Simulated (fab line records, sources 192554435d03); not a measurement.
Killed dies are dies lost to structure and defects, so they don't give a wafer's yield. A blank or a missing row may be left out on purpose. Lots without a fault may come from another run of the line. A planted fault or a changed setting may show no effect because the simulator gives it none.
fab line records | flow n5_finfet
record lots=22 wafers=66 last_day=20
route steps=1938 shown BEOL_M0_SAQP@695 BEOL_M0@732 BEOL_M1@774
lots that met no fault: from a run of the same line without faults
start_h: hours from the record's first day to the start of the lot's first wafer shown | wait_h: hours since the lot's step before | " the same as in the row above | L1.1+2: a row that stands for several wafers | - no value, or no start given | * or withheld: withheld | < > ~ a bound
route shown NAME@n: a module of which the file shows steps, and the number in the route of the first | usual: mean/standard deviation of fault-free wafers | same: alike in all rows | chamber/n: place in a boat | sites: the reading at each site | _std_site: their standard deviation | _edge_site: outer sites' mean less inner sites' | radius_mm: how far each site lies from the wafer's centre | mask NAME#n: copy n | behind: the tool/chamber that last shaped the wafer | hold: why the lot was held/for how many hours/how that ended | device: the transistor (n, p or np) that didn't switch | end of line: the same wafers' tests at the end of the route | a step without rows: its recipe alone | killed: dies lost to structure and defects at the first sort, not the wafer's yield | map: a wafer's dies, x killed, . not, _ none there
set.NAME: the setting as run; set.NAME@STEP: as run at that earlier step | model.NAME: the simulator's own value behind a step, which no gauge read
steps of the route over a sample of lots; a table a step, a row a wafer
services: from which hour (start_h, from the record's first day; less than 0 if before it) a tool's chamber was out of use, for how many hours, and why
## steps
# step N5_BEOL_M0_SAQP_CUT_ETCH_46
# recipe chemistry=N2/H2 target=SOC target_depth_a=1350 overetch_a=270 temp_c=40 time_s=202.5 ion_energy_ev=200 mask_material=SiARC pressure_mtorr=30 source_w=840 bias_w=150 n2_flow_sccm=200 h2_flow_sccm=200
# usual drypump_motor_current_A=5.6/0.45 n2_flow_sccm=200.0/0.59 rf_vpp_V=524.0/2.6 showerhead_plenum_p_Torr=2.54/0.095 throttle_valve_pct=17.82/0.25
# same time_s=202.5
# columns lot.wafer tool chamber start_h wait_h drypump_motor_current_A n2_flow_sccm rf_hours_counter_h rf_vpp_V showerhead_plenum_p_Torr throttle_valve_pct
L074.1 rie_diel-06 1 116.43 0.0 5.6 199.5 192 527.6 2.63 18.22
L074.3 " 0 " " 5.2 200.4 249 524.1 2.50 17.91
L074.5 " 3 " " 5.4 200.0 - 523.9 2.54 18.06
L075.2 rie_diel-03 0 121.67 0.0 4.8 199.4 24 521.2 2.49 17.46
L075.3 " 2 " " 5.3 199.7 220 518.8 2.41 17.98
L075.6 " 2 " " 5.3 199.0 - 518.9 2.41 17.99
L076.1 rie_diel-03 1 124.69 0.0 6.0 201.0 204 525.0 2.63 18.02
L076.2 " 2 " " 5.3 200.5 222 519.4 2.41 18.00
L076.4 " 1 " " 6.0 200.1 - 525.8 2.63 18.03
L077.2 rie_diel-03 1 127.63 0.0 6.0 199.7 205 525.6 2.62 18.02
L077.5 " 3 " " 5.5 200.4 - 529.9 2.72 17.55
L077.6 " 2 " " 5.3 200.8 - 520.7 2.41 18.02
L078.1 rie_diel-06 3 137.79 0.0 5.4 200.1 194 522.7 2.53 18.06
L078.4 " 1 " " 5.6 200.3 201 525.3 2.63 18.22
L078.6 " 2 " " 6.4 199.2 - 521.8 2.43 17.59
L079.1 rie_diel-02 0 143.98 0.0 5.6 200.1 8 523.1 2.49 17.57
L079.3 " 3 " " 5.8 200.3 80 523.1 2.47 18.08
L079.5 " 2 " " 6.0 200.5 - 528.4 2.64 17.80
L080.1 rie_diel-02 1 149.91 0.0 6.4 199.9 15 524.6 2.59 17.59
L080.3 " 0 " " 5.7 199.8 9 522.3 2.49 17.60
L080.5 " 0 " " 5.7 200.5 - 522.9 2.49 17.58
L081.2 rie_diel-06 2 154.14 0.0 6.4 200.0 157 521.2 2.43 17.58
L081.5 " 0 " " 5.2 200.2 - 523.0 2.49 17.52
L081.6 " 1 " " 5.6 199.3 - 525.5 2.63 18.20
L082.2 rie_diel-02 1 159.99 0.0 6.3 200.0 18 524.8 2.59 17.59
L082.3 " 3 " " 5.8 200.7 84 522.9 2.47 18.10
L082.5 " 2 " " 6.0 201.5 - 526.7 2.64 17.80
L083.3 rie_diel-06 0 165.75 0.0 5.2 200.4 7 522.9 2.49 17.52
L083.4 " 1 " " 5.6 199.6 - 526.6 2.63 18.23
L083.5 " 0 " " 5.2 200.0 - 523.6 2.49 17.55
L084.2 rie_diel-02 1 170.20 0.0 6.3 200.8 21 524.8 2.59 17.60
L084.4 " 3 " " 5.8 200.5 87 520.9 2.47 18.09
L084.5 " 2 " " 6.0 200.4 - 529.1 2.64 17.80
L085.2 rie_diel-03 1 180.34 0.0 6.0 199.7 218 524.8 2.62 18.04
L085.3 " 2 " " 5.3 200.0 237 521.1 2.40 18.02
L085.4 " 3 " " 5.5 198.9 13 527.6 2.72 17.58
L086.2 rie_diel-03 0 186.53 0.0 4.7 200.0 43 523.4 2.48 17.50
L086.3 " 3 " " 5.5 199.2 16 527.8 2.71 17.58
L086.4 " 1 " " 6.0 199.0 220 524.7 2.62 18.04
L088.1 rie_diel-03 1 197.15 0.0 6.0 199.3 223 526.3 2.62 18.06
L088.2 " 3 " " 5.5 199.8 18 528.7 2.71 17.57
L088.4 " 2 " " 5.3 199.7 242 519.8 2.40 18.03
L089.2 rie_diel-03 1 210.00 0.0 6.1 199.2 226 525.9 2.62 18.04
L089.3 " 2 " " 5.3 200.5 245 520.4 2.40 18.04
L089.5 " 2 " " 5.3 201.1 - 519.5 2.40 18.03
L090.2 rie_diel-02 0 216.67 0.0 5.6 200.5 27 523.6 2.48 17.60
L090.3 " 3 " " 5.8 200.6 98 521.7 2.47 18.11
L090.6 " 1 " " 6.3 200.3 - 525.5 2.59 17.61
L091.1 rie_diel-02 0 229.37 0.0 5.6 200.3 33 520.9 2.48 17.62
L091.3 " 2 " " 6.0 200.6 176 526.3 2.63 17.80
L091.6 " 3 " " 5.8 198.9 - 521.0 2.46 18.14
L092.1 rie_diel-06 3 234.31 0.0 5.4 199.9 216 522.7 2.52 18.08
L092.2 " 0 " " 5.2 200.6 24 523.2 2.49 17.58
L092.6 " 0 " " 5.2 199.6 - 523.6 2.49 17.56
L094.1 rie_diel-03 0 241.37 0.0 4.7 199.3 60 522.9 2.48 17.53
L094.2 " 3 " " 5.5 198.8 33 527.2 2.71 17.61
L094.3 " 1 " " 6.0 201.3 238 525.5 2.61 18.06
L095.4 rie_diel-06 0 244.41 0.0 5.2 200.3 26 522.4 2.48 17.56
L095.5 " 1 " " 5.6 200.0 - 526.8 2.62 18.27
L095.6 " 0 " " 5.2 200.7 - 521.5 2.48 17.56
L096.2 rie_diel-02 0 252.71 0.0 5.6 199.2 44 522.2 2.48 17.65
L096.3 " 3 " " 5.8 200.2 115 520.8 2.46 18.14
L096.6 " 2 " " 6.0 200.5 - 525.9 2.62 17.85
L097.1 rie_diel-03 1 256.85 0.0 6.0 200.4 243 524.6 2.61 18.07
L097.2 " 3 " " 5.5 199.8 39 528.0 2.70 17.62
L097.5 " 2 " " 5.3 199.4 - 529.1 2.71 17.65
# step N5_BEOL_M0_SURFACE_TREAT_137
# recipe gas=Ar time_s=* ion_energy_ev=* ion_current_ma_cm2=0.5 pressure_mtorr=* ar_flow_sccm=30
# usual pressure_mtorr=* throttle_valve_pct=*
# same time_s=*
# columns lot.wafer tool chamber start_h wait_h pressure_mtorr throttle_valve_pct
L074.1 pvd_sputter-03 - 122.53 0.2 * *
L074.3 " - " " * *
L074.5 " - " " * *
L075.2 pvd_sputter-02 - 127.20 0.2 * *
L075.3 " - " " * *
L075.6 " - " " * *
L077.2 pvd_sputter-01 - 133.50 0.2 * *
L077.5 " - " " * *
L077.6 " - " " * *
L076.1 pvd_sputter-03 - 134.22 0.4 * *
L076.2 " - " " * *
L076.4 " - " " * *
L078.1 pvd_sputter-01 - 145.17 0.2 * *
L078.4 " - " " * *
L078.6 " - " " * *
L079.1 pvd_sputter-02 - 149.80 0.1 * *
L079.3 " - " " * *
L079.5 " - " " * *
L080.1 pvd_sputter-01 - 155.37 0.3 * *
L080.3 " - " " * *
L080.5 " - " " * *
L081.2 pvd_sputter-01 - 160.24 0.2 * *
L081.5 " - " " * *
L081.6 " - " " * *
L082.2 pvd_sputter-02 - 166.90 0.2 * *
L082.3 " - " " * *
L082.5 " - " " * *
L083.3 pvd_sputter-02 - 169.88 0.1 * *
L083.4 " - " " * *
L083.5 " - " " * *
L084.2 pvd_sputter-01 - 175.96 0.3 * *
L084.4 " - " " * *
L084.5 " - " " * *
L085.2 pvd_sputter-03 - 186.01 0.5 * *
L085.3 " - " " * *
L085.4 " - " " * *
L086.2 pvd_sputter-02 - 193.28 0.2 * *
L086.3 " - " " * *
L086.4 " - " " * *
L088.1 pvd_sputter-03 - 201.99 0.2 * *
L088.2 " - " " * *
L088.4 " - " " * *
L089.2 pvd_sputter-02 - 218.30 0.2 * *
L089.3 " - " " * *
L089.5 " - " " * *
L090.2 pvd_sputter-03 - 222.46 0.2 * *
L090.3 " - " " * *
L090.6 " - " " * *
L091.1 pvd_sputter-01 - 233.33 0.4 * *
L091.3 " - " " * *
L091.6 " - " " * *
L092.1 pvd_sputter-03 - 243.91 0.1 * *
L092.2 " - " " * *
L092.6 " - " " * *
L094.1 pvd_sputter-03 - 246.49 0.2 * *
L094.2 " - " " * *
L094.3 " - " " * *
L095.4 pvd_sputter-01 - 248.21 0.2 * *
L095.5 " - " " * *
L095.6 " - " " * *
L096.2 pvd_sputter-01 - 256.47 0.2 * *
L096.3 " - " " * *
L096.6 " - " " * *
L097.1 pvd_sputter-01 - 270.07 0.4 * *
L097.2 " - " " * *
L097.5 " - " " * *
# step N5_BEOL_M0_ANNEAL_117
# recipe temp_c=400 time_s=60 ambient=vacuum
# usual heater_power_w=864/93 susceptor_temp_C=399.99/0.23 susceptor_temp_C_max=401.0/0.39
# same time_s=60
# columns lot.wafer tool chamber start_h wait_h heater_power_w susceptor_temp_C susceptor_temp_C_max
L074.1 pvd_sputter-01 - 122.80 0.0 782 399.75 400.5
L074.3 " - " " 957 400.31 401.4
L074.5 " - " " 799 400.05 401.4
L075.2 pvd_sputter-01 - 127.60 0.0 816 400.42 402.1
L075.3 " - " " 782 400.38 401.3
L075.6 " - " " 867 399.93 401.5
L077.2 pvd_sputter-03 - 133.86 0.0 1033 399.89 401.0
L077.5 " - " " 785 399.68 400.7
L077.6 " - " " 755 399.87 400.8
L076.1 pvd_sputter-01 - 136.26 0.0 964 400.21 401.2
L076.2 " - " " 753 399.95 400.8
L076.4 " - " " 784 399.64 401.3
L078.1 pvd_sputter-01 - 145.69 0.0 850 400.10 401.4
L078.4 " - " " 1002 399.82 400.5
L078.6 " - " " 822 399.99 401.5
L079.1 pvd_sputter-03 - 150.05 0.0 803 399.91 400.6
L079.3 " - " " 769 400.00 400.9
L079.5 " - " " 1025 399.76 400.6
L080.1 pvd_sputter-01 - 155.67 0.0 794 400.31 401.5
L080.3 " - " " 767 399.70 400.8
L080.5 " - " " 1001 400.06 401.1
L081.2 pvd_sputter-01 - 160.52 0.0 806 399.87 401.8
L081.5 " - " " 816 399.75 401.0
L081.6 " - " " 772 399.81 400.6
L082.2 pvd_sputter-01 - 168.71 0.0 769 399.91 400.9
L082.3 " - " " 811 399.51 401.2
L082.5 " - " " 821 399.68 401.2
L083.3 pvd_sputter-02 - 170.20 0.0 911 399.94 400.8
L083.4 " - " " 927 399.96 401.4
L083.5 " - " " 917 400.15 400.7
L084.2 pvd_sputter-01 - 176.32 0.0 759 400.33 401.5
L084.4 " - " " 823 399.91 401.8
L084.5 " - " " 797 399.60 401.2
L085.2 pvd_sputter-03 - 186.29 0.0 820 399.66 400.3
L085.3 " - " " 806 400.06 400.8
L085.4 " - " " 762 399.93 400.9
L086.2 pvd_sputter-02 - 195.28 0.0 917 399.75 400.9
L086.3 " - " " 1018 400.43 401.2
L086.4 " - " " 940 400.15 400.7
L088.1 pvd_sputter-03 - 204.05 0.0 857 400.15 400.9
L088.2 " - " " 807 400.05 400.9
L088.4 " - " " 741 399.72 400.5
L089.2 pvd_sputter-03 - 218.60 0.0 1008 400.24 401.0
L089.3 " - " " 832 400.16 401.1
L089.5 " - " " 993 400.13 401.0
L090.2 pvd_sputter-03 - 222.82 0.0 813 399.86 400.6
L090.3 " - " " 1021 400.04 401.2
L090.6 " - " " 746 399.68 400.6
L091.1 pvd_sputter-03 - 233.84 0.0 819 400.11 400.7
L091.3 " - " " 801 399.83 400.8
L091.6 " - " " 836 399.91 400.6
L092.1 pvd_sputter-03 - 244.15 0.0 801 399.65 400.7
L092.2 " - " " 1026 400.06 401.1
L092.6 " - " " 752 400.54 401.2
L094.1 pvd_sputter-03 - 246.77 0.0 811 400.01 400.7
L094.2 " - " " 802 400.26 401.1
L094.3 " - " " 1031 399.47 400.7
L095.4 pvd_sputter-01 - 250.21 0.0 976 400.34 401.3
L095.5 " - " " 968 400.03 400.9
L095.6 " - " " 810 399.71 401.0
L096.2 pvd_sputter-01 - 256.95 0.0 983 400.33 401.3
L096.3 " - " " 841 399.96 401.5
L096.6 " - " " 1006 400.24 401.3
L097.1 pvd_sputter-01 - 270.45 0.0 799 400.18 401.7
L097.2 " - " " 851 400.17 402.0
L097.5 " - " " 764 400.19 401.4
# step N5_BEOL_M0_SPUTTER_134
# recipe material=Cu target_thk_a=40 temp_c=-20 chamber_pressure_pa=0.07 power_w=withheld time_s=7.37
# usual chuck_gas_flow_sccm=1.25/0.051 chuck_sensor_temp_C=-16.3/0.71 susceptor_temp_C=-19.99/0.11 throttle_valve_pct=29.8/1.2
# same time_s=7.37
# columns lot.wafer tool chamber start_h wait_h chuck_gas_flow_sccm chuck_sensor_temp_C susceptor_temp_C throttle_valve_pct
L074.1 pvd_sputter-01 - 122.96 0.0 1.29 -16.1 -20.05 28.8
L074.3 " - " " 1.24 -15.8 -20.17 30.1
L074.5 " - " " 1.35 -16.0 -20.12 28.3
L075.2 pvd_sputter-01 - 127.76 0.0 1.26 -16.1 -19.96 28.3
L075.3 " - " " 1.34 -16.0 -19.95 29.0
L075.6 " - " " 1.27 -17.7 -20.01 30.3
L077.2 pvd_sputter-03 - 134.02 0.0 1.24 -17.4 -20.01 31.1
L077.5 " - " " 1.32 -16.1 -19.93 29.0
L077.6 " - " " 1.18 -16.0 -19.80 29.6
L076.1 pvd_sputter-01 - 136.42 0.0 1.29 -15.7 -19.94 30.2
L076.2 " - " " 1.31 -16.1 -19.95 28.9
L076.4 " - " " 1.28 -16.2 -20.13 28.2
L078.1 pvd_sputter-01 - 145.85 0.0 1.26 -17.6 -20.08 30.4
L078.4 " - " " 1.28 -15.9 -20.10 29.7
L078.6 " - " " 1.31 -16.3 -20.06 28.2
L079.1 pvd_sputter-03 - 150.22 0.0 1.23 -15.3 -19.93 32.0
L079.3 " - " " 1.29 -16.1 -20.02 29.1
L079.5 " - " " 1.22 -17.6 -19.88 31.1
L080.1 pvd_sputter-01 - 155.83 0.0 1.26 -16.4 -20.09 28.0
L080.3 " - " " 1.22 -16.1 -19.98 29.0
L080.5 " - " " 1.24 -15.5 -19.91 30.2
L081.2 pvd_sputter-01 - 160.68 0.0 1.27 -16.2 -19.94 28.1
L081.5 " - " " 1.30 -16.2 -20.00 28.1
L081.6 " - " " 1.38 -16.1 -19.91 28.8
L082.2 pvd_sputter-01 - 168.87 0.0 1.29 -16.1 -19.95 28.9
L082.3 " - " " 1.19 -16.3 -19.89 28.0
L082.5 " - " " 1.29 -16.3 -19.90 28.4
L083.3 pvd_sputter-02 - 170.36 0.0 1.24 -15.3 -20.02 31.4
L083.4 " - " " 1.13 -15.3 -20.01 31.2
L083.5 " - " " 1.18 -15.7 -20.04 30.3
L084.2 pvd_sputter-01 - 176.48 0.0 1.28 -16.1 -20.13 28.7
L084.4 " - " " 1.24 -16.3 -19.97 27.8
L084.5 " - " " 1.31 -16.1 -20.03 28.3
L085.2 pvd_sputter-03 - 186.45 0.0 1.34 -15.4 -20.23 32.3
L085.3 " - " " 1.18 -16.3 -20.07 28.9
L085.4 " - " " 1.19 -16.0 -19.71 29.3
L086.2 pvd_sputter-02 - 195.44 0.0 1.18 -15.4 -19.87 31.3
L086.3 " - " " 1.27 -15.6 -19.96 30.1
L086.4 " - " " 1.21 -15.9 -19.92 30.5
L088.1 pvd_sputter-03 - 204.21 0.0 1.23 -15.2 -19.86 32.1
L088.2 " - " " 1.28 -16.2 -19.87 28.9
L088.4 " - " " 1.24 -16.0 -20.01 29.2
L089.2 pvd_sputter-03 - 218.76 0.0 1.21 -17.6 -19.79 31.3
L089.3 " - " " 1.16 -15.3 -19.87 32.1
L089.5 " - " " 1.21 -17.4 -19.84 30.9
L090.2 pvd_sputter-03 - 223.00 0.0 1.25 -16.3 -20.06 29.2
L090.3 " - " " 1.19 -17.8 -19.76 31.4
L090.6 " - " " 1.26 -16.2 -19.94 29.3
L091.1 pvd_sputter-03 - 234.00 0.0 1.27 -15.2 -20.19 32.1
L091.3 " - " " 1.25 -16.3 -19.90 29.2
L091.6 " - " " 1.10 -15.1 -20.09 32.2
L092.1 pvd_sputter-03 - 244.31 0.0 1.32 -16.2 -19.84 29.0
L092.2 " - " " 1.29 -17.4 -19.97 31.1
L092.6 " - " " 1.27 -16.0 -19.93 29.6
L094.1 pvd_sputter-03 - 246.93 0.0 1.34 -15.3 -20.04 32.1
L094.2 " - " " 1.29 -16.3 -20.00 29.4
L094.3 " - " " 1.19 -17.4 -20.16 31.4
L095.4 pvd_sputter-01 - 250.37 0.0 1.29 -15.8 -20.02 29.9
L095.5 " - " " 1.26 -15.6 -20.14 30.2
L095.6 " - " " 1.21 -16.1 -19.98 28.1
L096.2 pvd_sputter-01 - 257.11 0.0 1.24 -15.8 -19.99 30.1
L096.3 " - " " 1.27 -17.5 -20.14 30.5
L096.6 " - " " 1.29 -16.0 -20.04 30.0
L097.1 pvd_sputter-01 - 270.61 0.0 1.17 -16.2 -19.93 28.4
L097.2 " - " " 1.23 -17.7 -20.24 30.3
L097.5 " - " " 1.24 -16.1 -20.03 29.2
# step N5_BEOL_M1_HM_OPEN_17
# recipe chemistry=Cl2/BCl3 target_depth_a=200 overetch_a=60 target=TiN mask_material=SOC ion_energy_ev=150 pressure_mtorr=10 icp_w=1000 bias_w=126 Cl2_flow_sccm=53.25 bcl3_flow_sccm=21.75 Ar_flow_sccm=25
# usual drypump_motor_current_A=5.96/0.13 mfc_ar_sccm=24.99/0.067 mfc_cl2_sccm=53.23/0.15 oes_ar_750_au=0.79/0.089 oes_product_au=0.67/0.075 throttle_valve_pct=21.96/0.23
# columns lot.wafer tool chamber start_h wait_h drypump_motor_current_A mfc_ar_sccm mfc_cl2_sccm oes_ar_750_au oes_product_au rf_hours_counter_h throttle_valve_pct
L074.1 rie_metal-02 1 126.75 0.0 5.81 24.91 53.35 0.80 0.67 31 21.83
L074.3 " 1 " " 5.80 24.85 53.42 0.80 0.67 - 21.82
L074.5 " 0 " " 6.15 25.07 53.30 0.82 0.69 - 22.36
L075.2 rie_metal-01 0 133.22 0.1 6.08 24.94 53.22 0.66 0.56 101 21.85
L075.3 " 0 " " 6.05 24.94 53.09 0.66 0.57 - 21.85
L075.6 " 0 " " 6.06 24.94 53.39 0.65 0.56 - 21.85
L077.2 rie_metal-02 1 137.68 0.0 5.80 24.99 53.39 0.80 0.68 33 21.82
L077.5 " 0 " " 6.17 25.03 53.57 0.81 0.69 - 22.35
L077.6 " 1 " " 5.82 25.01 52.99 0.80 0.67 - 21.84
L076.1 rie_metal-02 0 139.08 0.0 6.17 25.01 53.32 0.81 0.68 39 22.38
L076.2 " 1 " " 5.80 24.97 53.16 0.80 0.67 33 21.83
L076.4 " 0 " " 6.16 24.90 53.35 0.81 0.68 - 22.37
L078.1 rie_metal-02 1 150.33 0.0 5.79 25.03 53.13 0.80 0.68 34 21.83
L078.4 " 1 " " 5.81 25.01 53.17 0.79 0.67 - 21.83
L078.6 " 1 " " 5.79 25.07 53.18 0.79 0.67 - 21.83
L079.1 rie_metal-02 0 153.98 0.0 6.11 24.89 53.29 0.81 0.69 40 22.33
L079.3 " 0 " " 6.14 25.05 52.95 0.81 0.68 - 22.37
L079.5 " 0 " " 6.11 24.97 53.10 0.81 0.69 - 22.36
L080.1 rie_metal-01 1 160.91 0.0 5.90 25.09 53.18 0.87 0.72 16 21.79
L080.3 " 0 " " 6.06 24.94 53.37 0.65 0.55 - 21.87
L080.5 " 1 " " 5.90 25.14 53.27 0.87 0.73 - 21.77
L081.2 rie_metal-01 1 165.74 0.0 5.91 25.10 53.38 0.87 0.73 17 21.79
L081.5 " 0 " " 6.03 25.03 53.06 0.64 0.56 - 21.85
L081.6 " 1 " " 5.89 24.97 53.27 0.86 0.74 - 21.77
L082.2 rie_metal-01 0 175.41 0.0 6.06 25.03 53.06 0.64 0.55 106 21.87
L082.3 " 1 " " 5.91 25.07 53.32 0.86 0.74 - 21.77
L082.5 " 1 " " 5.89 25.10 53.29 0.87 0.73 - 21.78
L083.3 rie_metal-01 0 175.67 0.1 6.04 24.92 53.16 0.65 0.55 - 21.88
L083.4 " 1 " " 5.89 24.84 53.49 0.87 0.73 - 21.78
L083.5 " 0 " " 6.04 25.02 53.21 0.64 0.55 - 21.87
L084.2 rie_metal-03 1 179.23 0.0 5.96 24.93 53.11 0.94 0.83 1 21.80
L084.4 " 1 " " 5.99 24.92 53.31 0.94 0.82 - 21.82
L084.5 " 1 " " 5.97 25.05 53.19 0.95 0.83 - 21.84
L085.2 rie_metal-01 1 188.97 0.0 5.91 24.99 53.09 0.86 0.73 18 21.79
L085.3 " 0 " " 6.04 24.91 53.17 0.64 0.55 - 21.86
L085.4 " 1 " " 5.89 25.01 53.23 0.86 0.73 - 21.80
L086.2 rie_metal-01 1 198.45 0.0 5.92 25.02 53.13 0.86 0.74 19 21.78
L086.3 " 0 " " 6.04 25.07 53.36 0.65 0.55 - 21.86
L086.4 " 1 " " 5.95 24.91 53.09 0.86 0.73 - 21.77
L088.1 rie_metal-02 1 208.20 0.0 5.83 24.99 53.39 0.79 0.67 38 21.82
L088.2 " 1 " " 5.83 24.93 53.28 0.78 0.66 - 21.84
L088.4 " 1 " " 5.82 24.97 53.31 0.79 0.66 - 21.85
L089.2 rie_metal-01 0 223.05 0.0 6.05 24.85 52.88 0.64 0.55 109 21.86
L089.3 " 0 " " 6.06 24.86 53.20 0.64 0.55 - 21.88
L089.5 " 1 " " 5.87 25.03 52.99 0.86 0.72 - 21.78
L090.2 rie_metal-01 1 225.69 0.0 5.90 24.88 53.25 0.86 0.72 20 21.79
L090.3 " 0 " " 6.04 24.97 53.18 0.64 0.54 - 21.88
L090.6 " 1 " " 5.89 24.97 53.15 0.86 0.72 - 21.78
L091.1 rie_metal-03 0 236.83 0.0 5.77 24.90 53.23 0.91 0.77 9 22.34
L091.3 " 0 " " 5.79 25.00 53.19 0.92 0.77 - 22.35
L091.6 " 1 " " 5.96 25.11 53.18 0.90 0.78 - 21.85
L092.1 rie_metal-02 0 246.72 0.0 6.18 24.87 53.12 0.79 0.67 47 22.36
L092.2 " 1 " " 5.81 25.03 53.32 0.78 0.65 42 21.86
L092.6 " 1 " " 5.76 25.06 53.07 0.77 0.66 - 21.85
L094.1 rie_metal-02 1 251.20 0.1 5.83 24.85 53.03 0.77 0.66 42 21.83
L094.2 " 0 " " 6.19 24.98 53.17 0.78 0.67 48 22.38
L094.3 " 0 " " 6.16 25.04 53.34 0.79 0.67 - 22.36
L095.4 rie_metal-03 1 254.88 0.1 5.94 25.02 53.41 0.89 0.77 - 21.83
L095.5 " 1 " " 5.92 25.05 53.29 0.88 0.77 - 21.85
L095.6 " 1 " " 5.93 24.94 53.03 0.89 0.77 - 21.84
L096.2 rie_metal-01 1 260.18 0.0 5.91 24.96 53.16 0.84 0.72 22 21.79
L096.3 " 0 " " 6.02 25.02 53.32 0.63 0.55 - 21.85
L096.6 " 1 " " 5.91 24.97 53.50 0.84 0.72 - 21.80
L097.1 rie_metal-02 0 274.39 0.0 6.16 25.01 53.07 0.78 0.66 51 22.39
L097.2 " 1 " " 5.86 24.96 53.11 0.77 0.65 45 21.85
L097.5 " 0 " " 6.18 25.08 53.13 0.78 0.66 - 22.38
# step N5_BEOL_M1_ANNEAL_87
# recipe temp_c=400 time_s=240 ambient=vacuum
# usual heater_power_w=864/95 susceptor_temp_C=400.00/0.23 susceptor_temp_C_max=401.0/0.39
# same time_s=240
# columns lot.wafer tool chamber start_h wait_h heater_power_w susceptor_temp_C susceptor_temp_C_max
L074.1 pvd_sputter-01 - 135.08 0.0 875 399.74 401.2
L074.3 " - " " 791 400.12 401.5
L074.5 " - " " 868 400.12 401.5
L075.2 pvd_sputter-02 - 142.88 0.0 1053 399.78 400.4
L075.3 " - " " 973 399.90 400.4
L075.6 " - " " 930 400.16 400.8
L077.2 pvd_sputter-01 - 143.31 0.0 864 400.24 401.4
L077.5 " - " " 770 399.72 400.7
L077.6 " - " " 869 399.79 400.9
L076.1 pvd_sputter-03 - 147.70 0.0 761 399.69 400.5
L076.2 " - " " 1025 399.85 400.6
L076.4 " - " " 830 399.42 400.2
L078.1 pvd_sputter-03 - 154.92 0.0 1030 399.67 400.5
L078.4 " - " " 791 400.07 400.8
L078.6 " - " " 823 400.35 401.2
L079.1 pvd_sputter-02 - 157.58 0.0 942 399.61 400.3
L079.3 " - " " 892 399.74 400.7
L079.5 " - " " 894 399.95 400.7
L081.2 pvd_sputter-03 - 176.71 0.0 1033 400.13 400.9
L081.5 " - " " 815 400.25 401.0
L081.6 " - " " 1028 400.15 401.2
L080.1 pvd_sputter-02 - 178.49 0.0 934 400.07 400.7
L080.3 " - " " 1017 400.20 400.7
L080.5 " - " " 1038 400.02 400.6
L082.2 pvd_sputter-02 - 186.18 0.0 1021 399.81 400.6
L082.3 " - " " 908 400.18 401.0
L082.5 " - " " 893 400.00 401.1
L083.3 pvd_sputter-01 - 186.44 0.0 796 399.79 401.0
L083.4 " - " " 848 399.68 401.4
L083.5 " - " " 771 400.02 400.9
L084.2 pvd_sputter-03 - 189.13 0.0 827 400.06 400.6
L084.4 " - " " 796 400.06 400.9
L084.5 " - " " 742 399.78 400.6
L085.2 pvd_sputter-01 - 194.23 0.0 808 399.76 401.2
L085.3 " - " " 979 399.98 400.9
L085.4 " - " " 870 399.83 401.6
L086.2 pvd_sputter-03 - 202.87 0.0 839 399.79 400.5
L086.3 " - " " 803 399.66 400.8
L086.4 " - " " 740 400.34 401.2
L088.1 pvd_sputter-01 - 213.54 0.0 855 400.20 401.3
L088.2 " - " " 806 399.89 400.9
L088.4 " - " " 779 399.89 401.2
L089.2 pvd_sputter-01 - 234.39 0.0 817 400.08 401.4
L089.3 " - " " 750 400.31 401.6
L089.5 " - " " 854 400.13 401.5
L090.2 pvd_sputter-01 - 248.99 0.0 764 400.03 401.2
L090.3 " - " " 860 399.71 400.9
L090.6 " - " " 765 399.98 401.3
L092.1 pvd_sputter-03 - 257.47 0.0 756 400.39 401.1
L092.2 " - " " 833 400.04 400.6
L092.6 " - " " 1042 399.70 400.7
L094.1 pvd_sputter-03 - 269.60 0.0 765 399.99 400.8
L094.2 " - " " 810 399.85 400.8
L094.3 " - " " 816 400.15 400.9
L091.1 pvd_sputter-01 - 276.83 0.0 840 399.93 402.0
L091.3 " - " " 975 400.28 401.2
L091.6 " - " " 820 399.73 401.4
L095.4 pvd_sputter-01 - 280.09 0.0 776 399.66 400.6
L095.5 " - " " 985 399.69 400.7
L095.6 " - " " 783 399.70 400.8
L096.2 pvd_sputter-03 - 282.24 0.0 828 400.12 400.7
L096.3 " - " " 809 399.93 401.0
L096.6 " - " " 800 400.21 401.0
L097.1 pvd_sputter-03 - 287.36 0.0 844 400.09 400.9
L097.2 " - " " 811 400.19 401.0
L097.5 " - " " 751 400.04 400.6
## services
# columns tool chamber start_h hours kind
rie_diel-03 1 92.93 14.9 repair
rie_diel-03 3 108.35 - clean
rie_diel-03 3 108.35 - consumable_replace:focus_ring
rie_diel-03 3 108.35 - consumable_replace:showerhead
rie_diel-03 3 108.35 18.4 scheduled_down
rie_diel-03 3 108.35 18.4 vent_cycle
rie_diel-06 2 125.76 11.1 repair
rie_metal-03 - 132.77 14.6 pm
rie_diel-03 1 145.19 1.6 repair
rie_diel-06 - 158.33 2.8 pm
rie_diel-06 2 163.27 9.2 repair
rie_diel-03 - 177.21 0.8 repair
rie_metal-01 1 177.48 3.6 repair
rie_metal-01 - 192.91 1.4 pm
rie_metal-02 0 207.82 1.5 repair
rie_diel-02 2 214.00 6.4 repair
rie_diel-02 1 219.30 40.8 repair
rie_diel-03 2 225.34 - clean
rie_metal-01 - 239.29 14.6 pm
rie_metal-03 0 249.06 38.5 repair
rie_diel-06 3 252.54 2.8 repair
rie_diel-03 1 260.48 6.6 repair
pvd_sputter-02 - 265.13 12.8 repair
rie_metal-01 0 283.97 2.3 repair
## key
fault none
